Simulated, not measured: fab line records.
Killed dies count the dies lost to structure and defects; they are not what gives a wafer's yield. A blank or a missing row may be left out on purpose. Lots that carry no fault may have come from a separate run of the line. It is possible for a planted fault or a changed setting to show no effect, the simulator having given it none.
The tool behind it: which one?	flow nand harc	72 wafers from 24 lots sampled at 6 of the route's 1302 steps

## WHAT EACH GAUGE READ, for each wafer
Not one reading of a measure or inspect step in the record can be checked against a usual standard deviation.

## TOOL THAT RAN EACH LOT (tool first, then ch and the chambers of the sampled wafers, then the start)
lot	NHARC_A_CHANNEL_HOLE_D2_STRIP_28	NHARC_A_STAIRCASE_ETCH_17	NHARC_A_STAIRCASE_TRIM_18	NHARC_A_STAIRCASE_TRIM_22	NHARC_A_STAIRCASE_ETCH_188	NHARC_A_STAIRCASE_ETCH_197
L074	rie diel-12 ch 0,2, no start	rie diel-13 ch 0,2,3, no start	rie diel-13 ch 0,2,3, no start	rie diel-02 ch 0,1, no start	rie diel-13 ch 0,2,3, no start	rie diel-02 ch 0,1, no start
L075	rie diel-04 ch 1,2,3, no start	rie diel-01 ch 1,2,3, no start	rie diel-01 ch 0,1,3, no start	rie diel-01 ch 0,2,3, no start	rie diel-13 ch 0,1,2, no start	rie diel-01 ch 0,1,2, no start
L076	rie diel-04 ch 0,1, no start	rie diel-02 ch 0,1, no start	rie diel-02 ch 0,1, no start	rie diel-13 ch 0,2,3, no start	rie diel-02 ch 2,3, no start	rie diel-02 ch 0,2,3, no start
L077	rie diel-08 ch 0,1,2, no start	rie diel-13 ch 0,1,3, no start	rie diel-13 ch 1,2,3, no start	rie diel-02 ch 0,1,3, no start	rie diel-01 ch 0,2,3, no start	rie diel-01 ch 0,2,3, no start
L078	rie diel-04 ch 0,1,3, no start	rie diel-02 ch 0,1,3, no start	rie diel-02 ch 0,2,3, no start	rie diel-02 ch 0,1,3, no start	rie diel-01 ch 1,2, no start	rie diel-13 ch 0,2, no start
L080	rie diel-08 ch 2,3, no start	rie diel-02 ch 1,2, no start	rie diel-02 ch 0,2,3, no start	rie diel-02 ch 0,1, no start	rie diel-13 ch 0,1,2, no start	rie diel-01 ch 0,1,3, no start
L079	rie diel-04 ch 1,2,3, no start	rie diel-01 ch 0,2,3, no start	rie diel-01 ch 0,3, no start	rie diel-01 ch 0,1,3, no start	rie diel-13 ch 0,2, no start	rie diel-01 ch 1,2, no start
L081	rie diel-08 ch 1,3, no start	rie diel-13 ch 0,2, no start	rie diel-13 ch 0,2,3, no start	rie diel-13 ch 1,3, no start	rie diel-13 ch 0,1, no start	rie diel-13 ch 1,2, no start
L082	rie diel-12 ch 0,1,3, no start	rie diel-02 ch 1,2,3, no start	rie diel-02 ch 0,2,3, no start	rie diel-02 ch 0,2,3, no start	rie diel-01 ch 0,1,2, no start	rie diel-13 ch 0,1,3, no start
L083	rie diel-04 ch 1,3, no start	rie diel-01 ch 0,3, no start	rie diel-01 ch 0,2, no start	rie diel-01 ch 0,1,3, no start	rie diel-02 ch 0,2,3, no start	rie diel-01 ch 0,1,3, no start
L084	rie diel-08 ch 0,1,2, no start	rie diel-02 ch 0,1,2, no start	rie diel-02 ch 0,1,2, no start	rie diel-01 ch 1,2,3, no start	rie diel-02 ch 0,2,3, no start	rie diel-02 ch 0,1,2, no start
L086	rie diel-12 ch 1,2,3, no start	rie diel-13 ch 0,2,3, no start	rie diel-13 ch 0,1,3, no start	rie diel-02 ch 0,1,2, no start	rie diel-13 ch 1,2,3, no start	rie diel-02 ch 0,2,3, no start
L085	rie diel-12 ch 0,3, no start	rie diel-13 ch 0,1, no start	rie diel-13 ch 1,2,3, no start	rie diel-01 ch 0,1, no start	rie diel-02 ch 1,2,3, no start	rie diel-01 ch 0,1, no start
L087	rie diel-12 ch 0,3, no start	rie diel-02 ch 0,1,2, no start	rie diel-02 ch 2,3, no start	rie diel-02 ch 0,1,3, no start	rie diel-02 ch 1,3, no start	rie diel-01 ch 1,2,3, no start
L089	rie diel-08 ch 0,3, no start	rie diel-13 ch 1,2,3, no start	rie diel-13 ch 1,2,3, no start	rie diel-13 ch 1,3, no start	rie diel-13 ch 1,2, no start	rie diel-01 ch 0,1, no start
L088	rie diel-04 ch 1,2,3, no start	rie diel-01 ch 0,1,2, no start	rie diel-01 ch 0,1,3, no start	rie diel-01 ch 0,2,3, no start	rie diel-01 ch 0,1,2, no start	rie diel-02 ch 1,2,3, no start
L091	rie diel-12 ch 2,3, no start	rie diel-02 ch 1,2,3, no start	rie diel-02 ch 1,2, no start	rie diel-02 ch 0,1,3, no start	rie diel-01 ch 0,1,3, no start	rie diel-01 ch 0,1, no start
L090	rie diel-08 ch 1,2,3, no start	rie diel-01 ch 0,3, no start	rie diel-01 ch 0,1,2, no start	rie diel-02 ch 0,2,3, no start	rie diel-02 ch 1,2,3, no start	rie diel-02 ch 0,1,3, no start
L093	rie diel-12 ch 0,1,3, no start	rie diel-13 ch 0,1,2, no start	rie diel-13 ch 0,2, no start	rie diel-02 ch 0,1,2, no start	rie diel-02 ch 0,1,3, no start	rie diel-02 ch 0,1,2, no start
L092	rie diel-12 ch 0,1,3, no start	rie diel-01 ch 0,1, no start	rie diel-01 ch 0,1,3, no start	rie diel-02 ch 0,1,2, no start	rie diel-13 ch 0,1,2, no start	rie diel-02 ch 0,3, no start
L094	rie diel-12 ch 1,2,3, no start	rie diel-02 ch 2,3, no start	rie diel-02 ch 2,3, no start	rie diel-01 ch 2,3, no start	rie diel-02 ch 0,1, no start	rie diel-01 ch 0,2,3, no start
L095	rie diel-04 ch 1,2, no start	rie diel-01 ch 1,2,3, no start	rie diel-01 ch 0,2,3, no start	rie diel-13 ch 0,1,2, no start	rie diel-01 ch 0,1,3, no start	rie diel-13 ch 0,2, no start
L096	rie diel-08 ch 0,2,3, no start	rie diel-02 ch 1,2, no start	rie diel-02 ch 0,1,3, no start	rie diel-01 ch 1,2,3, no start	rie diel-13 ch 1,3, no start	rie diel-01 ch 0,1,3, no start
L097	rie diel-08 ch 1,2,3, no start	rie diel-02 ch 1,2,3, no start	rie diel-02 ch 0,1, no start	rie diel-13 ch 1,2,3, no start	rie diel-01 ch 0,3, no start	rie diel-01 ch 1,2, no start
- NHARC_A_CHANNEL_HOLE_D2_STRIP_28: strips in O2.
- NHARC_A_STAIRCASE_ETCH_17: etches the open film in C4F8/O2, target depth 100 nm, time 40.5 s.
- NHARC_A_STAIRCASE_TRIM_18: chemistry O2, time 211.2 s.
- NHARC_A_STAIRCASE_TRIM_22: chemistry O2, time 211.2 s.
- NHARC_A_STAIRCASE_ETCH_188: etches the open film in C4F8/O2, target depth 100 nm, time 40.5 s.
- NHARC_A_STAIRCASE_ETCH_197: etches the open film in C4F8/O2, target depth 100 nm, time 40.5 s.

## WHAT THE TOOLS THEMSELVES READ (means of the sampled wafers that have a number; where no wafer has one, the mark that the record gives instead)
NHARC_A_CHANNEL_HOLE_D2_STRIP_28.
lot	tool	drypump motor current A (A)	oes product au (a.u.)	rf vpp V (V)	showerhead plenum p Torr (Torr)	throttle valve pct (%)
L074	rie diel-12	5.8	1.010	58.1	3.59	17.036
L075	rie diel-04	6.0	0.986	58.3	3.66	17.039
L076	rie diel-04	6.1	0.997	58.1	3.53	17.041
L077	rie diel-08	6.1	0.990	57.5	3.55	17.034
L078	rie diel-04	6.1	0.999	57.3	3.56	17.045
L080	rie diel-08	6.6	0.997	56.9	3.40	17.044
L079	rie diel-04	5.9	0.993	58.4	3.66	17.036
L081	rie diel-08	6.1	1.004	57.6	3.50	17.039
L082	rie diel-12	6.2	0.986	58.4	3.57	17.035
L083	rie diel-04	6.1	1.000	58.0	3.60	17.042
L084	rie diel-08	6.1	0.996	58.5	3.55	17.028
L086	rie diel-12	6.2	1.003	58.5	3.53	17.042
L085	rie diel-12	6.1	0.999	57.1	3.61	17.035
L087	rie diel-12	6.2	1.006	58.2	3.59	17.036
L089	rie diel-08	6.0	0.981	57.5	3.41	17.041
L088	rie diel-04	5.9	0.997	57.2	3.66	17.040
L091	rie diel-12	6.1	0.995	58.9	3.55	17.029
L090	rie diel-08	6.3	0.994	57.6	3.49	17.028
L093	rie diel-12	6.3	1.001	58.3	3.57	17.033
L092	rie diel-12	6.3	1.004	57.6	3.57	17.040
L094	rie diel-12	6.2	0.997	57.2	3.52	17.038
L095	rie diel-04	6.1	0.999	58.5	3.71	17.039
L096	rie diel-08	6.3	0.983	58.5	3.45	17.035
L097	rie diel-08	6.4	1.000	58.0	3.49	17.034

NHARC_A_STAIRCASE_ETCH_17.
lot	tool	oes product au (a.u.)	rf vpp V (V)
L074	rie diel-13	0.941	896
L075	rie diel-01	0.938	897
L076	rie diel-02	0.962	892
L077	rie diel-13	0.962	898
L078	rie diel-02	0.947	897
L080	rie diel-02	0.942	892
L079	rie diel-01	0.936	895
L081	rie diel-13	0.949	892
L082	rie diel-02	0.955	898
L083	rie diel-01	0.939	893
L084	rie diel-02	0.951	892
L086	rie diel-13	0.944	897
L085	rie diel-13	0.961	892
L087	rie diel-02	0.947	892
L089	rie diel-13	0.965	902
L088	rie diel-01	0.949	893
L091	rie diel-02	0.952	897
L090	rie diel-01	0.918	895
L093	rie diel-13	0.947	897
L092	rie diel-01	0.925	895
L094	rie diel-02	0.928	893
L095	rie diel-01	0.934	895
L096	rie diel-02	0.946	895
L097	rie diel-02	0.943	897

NHARC_A_STAIRCASE_TRIM_18.
lot	tool	drypump motor current A (A)	oes product au (a.u.)	rf vpp V (V)	showerhead plenum p Torr (Torr)	throttle valve pct (%)
L074	rie diel-13	5.7	1.010	58.3	3.58	17.044
L075	rie diel-01	5.7	1.004	57.7	3.53	17.037
L076	rie diel-02	5.5	1.008	58.1	3.52	17.035
L077	rie diel-13	5.6	1.011	58.2	3.72	17.044
L078	rie diel-02	5.6	1.009	57.4	3.49	17.041
L080	rie diel-02	5.6	0.994	58.2	3.48	17.044
L079	rie diel-01	5.5	0.985	57.4	3.54	17.032
L081	rie diel-13	5.7	1.014	57.3	3.57	17.028
L082	rie diel-02	5.6	1.003	58.4	3.48	17.041
L083	rie diel-01	5.8	0.999	58.2	3.40	17.036
L084	rie diel-02	5.7	0.998	57.8	3.43	17.035
L086	rie diel-13	5.9	1.012	56.8	3.56	17.030
L085	rie diel-13	5.6	1.020	58.7	3.70	17.036
L087	rie diel-02	5.5	0.997	57.3	3.60	17.037
L089	rie diel-13	5.6	1.022	57.6	3.69	17.037
L088	rie diel-01	5.7	0.990	57.7	3.51	17.038
L091	rie diel-02	5.8	1.010	57.0	3.43	17.039
L090	rie diel-01	5.9	0.986	57.4	3.44	17.033
L093	rie diel-13	5.8	1.012	57.7	3.56	17.042
L092	rie diel-01	5.7	0.981	57.8	3.50	17.041
L094	rie diel-02	5.7	1.001	56.6	3.47	17.031
L095	rie diel-01	5.7	0.991	57.5	3.44	17.037
L096	rie diel-02	5.4	0.994	57.4	3.53	17.038
L097	rie diel-02	5.5	1.005	57.7	3.49	17.036

NHARC_A_STAIRCASE_TRIM_22.
lot	tool	drypump motor current A (A)	oes product au (a.u.)	rf vpp V (V)	showerhead plenum p Torr (Torr)	throttle valve pct (%)
L074	rie diel-02	5.5	1.014	57.4	3.43	17.041
L075	rie diel-01	5.7	0.987	57.3	3.48	17.036
L076	rie diel-13	5.7	1.015	57.7	3.57	17.038
L077	rie diel-02	5.4	1.009	58.1	3.57	17.032
L078	rie diel-02	5.4	0.998	57.9	3.57	17.031
L080	rie diel-02	5.5	1.002	57.6	3.43	17.034
L079	rie diel-01	5.7	0.997	57.6	3.53	17.034
L081	rie diel-13	5.8	1.019	57.9	3.71	17.038
L082	rie diel-02	5.6	0.995	57.6	3.48	17.034
L083	rie diel-01	5.7	0.990	57.4	3.52	17.038
L084	rie diel-01	5.5	0.990	57.1	3.53	17.033
L086	rie diel-02	5.7	0.999	57.9	3.43	17.030
L085	rie diel-01	5.8	0.987	57.6	3.50	17.047
L087	rie diel-02	5.4	0.995	57.1	3.55	17.030
L089	rie diel-13	5.5	1.027	58.4	3.67	17.039
L088	rie diel-01	5.7	0.981	57.8	3.46	17.034
L091	rie diel-02	5.4	1.001	57.3	3.55	17.041
L090	rie diel-02	5.6	0.998	57.6	3.47	17.033
L093	rie diel-02	5.7	1.003	57.3	3.41	17.035
L092	rie diel-02	5.7	0.997	57.2	3.41	17.041
L094	rie diel-01	5.5	0.995	57.8	3.46	17.039
L095	rie diel-13	6.0	1.002	58.3	3.56	17.035
L096	rie diel-01	5.5	1.001	58.1	3.50	17.042
L097	rie diel-13	5.6	1.010	57.1	3.68	17.037

NHARC_A_STAIRCASE_ETCH_188.
lot	tool	oes product au (a.u.)	rf vpp V (V)
L074	rie diel-13	0.947	898
L075	rie diel-13	0.942	898
L076	rie diel-02	0.926	899
L077	rie diel-01	0.919	895
L078	rie diel-01	0.955	896
L080	rie diel-13	0.932	898
L079	rie diel-13	0.932	898
L081	rie diel-13	0.945	898
L082	rie diel-01	0.930	894
L083	rie diel-02	0.950	895
L084	rie diel-02	0.935	894
L086	rie diel-13	0.958	902
L085	rie diel-02	0.951	897
L087	rie diel-02	0.952	902
L089	rie diel-13	0.945	902
L088	rie diel-01	0.945	894
L091	rie diel-01	0.925	895
L090	rie diel-02	0.933	897
L093	rie diel-02	0.944	896
L092	rie diel-13	0.964	897
L094	rie diel-02	0.938	891
L095	rie diel-01	0.952	895
L096	rie diel-13	0.962	901
L097	rie diel-01	0.934	896

NHARC_A_STAIRCASE_ETCH_197.
lot	tool	oes product au (a.u.)	rf vpp V (V)
L074	rie diel-02	0.978	891
L075	rie diel-01	0.961	893
L076	rie diel-02	0.958	895
L077	rie diel-01	0.935	894
L078	rie diel-13	0.958	898
L080	rie diel-01	0.950	896
L079	rie diel-01	0.949	894
L081	rie diel-13	0.954	904
L082	rie diel-13	0.934	898
L083	rie diel-01	0.950	895
L084	rie diel-02	0.932	892
L086	rie diel-02	0.959	894
L085	rie diel-01	0.948	892
L087	rie diel-01	0.915	895
L089	rie diel-01	0.967	893
L088	rie diel-02	0.969	896
L091	rie diel-01	0.921	894
L090	rie diel-02	0.944	896
L093	rie diel-02	0.945	891
L092	rie diel-02	0.954	898
L094	rie diel-01	0.961	893
L095	rie diel-13	0.952	897
L096	rie diel-01	0.963	894
L097	rie diel-01	0.954	895

## THE ANSWER, worked out from the rows above alone
Rule: the lots themselves supply what counts as usual. Put in order of their means at a reading, lots are off if they are a third of the lots or fewer, leave a main group of 4 or more, and stand apart from it by a gap of 3 or more times the standard deviation of the main group's means; of several such gaps the widest counts. If all means in a main group match to the digits the tables above print for the reading, that group is not used. Also off: a lot with no number at a reading for which 4 or more lots have one. The other lots that the step has rows for count as sound. First the gauges in route order, then the tools' own readings, where a lot's mean is used as printed above. At the first step where some lot is off, the reading lying furthest off is the one used; lots without a number count as furthest.
None of the lots is off at any reading shown; this tells nothing.

## WHAT THE SIMULATOR PUT IN
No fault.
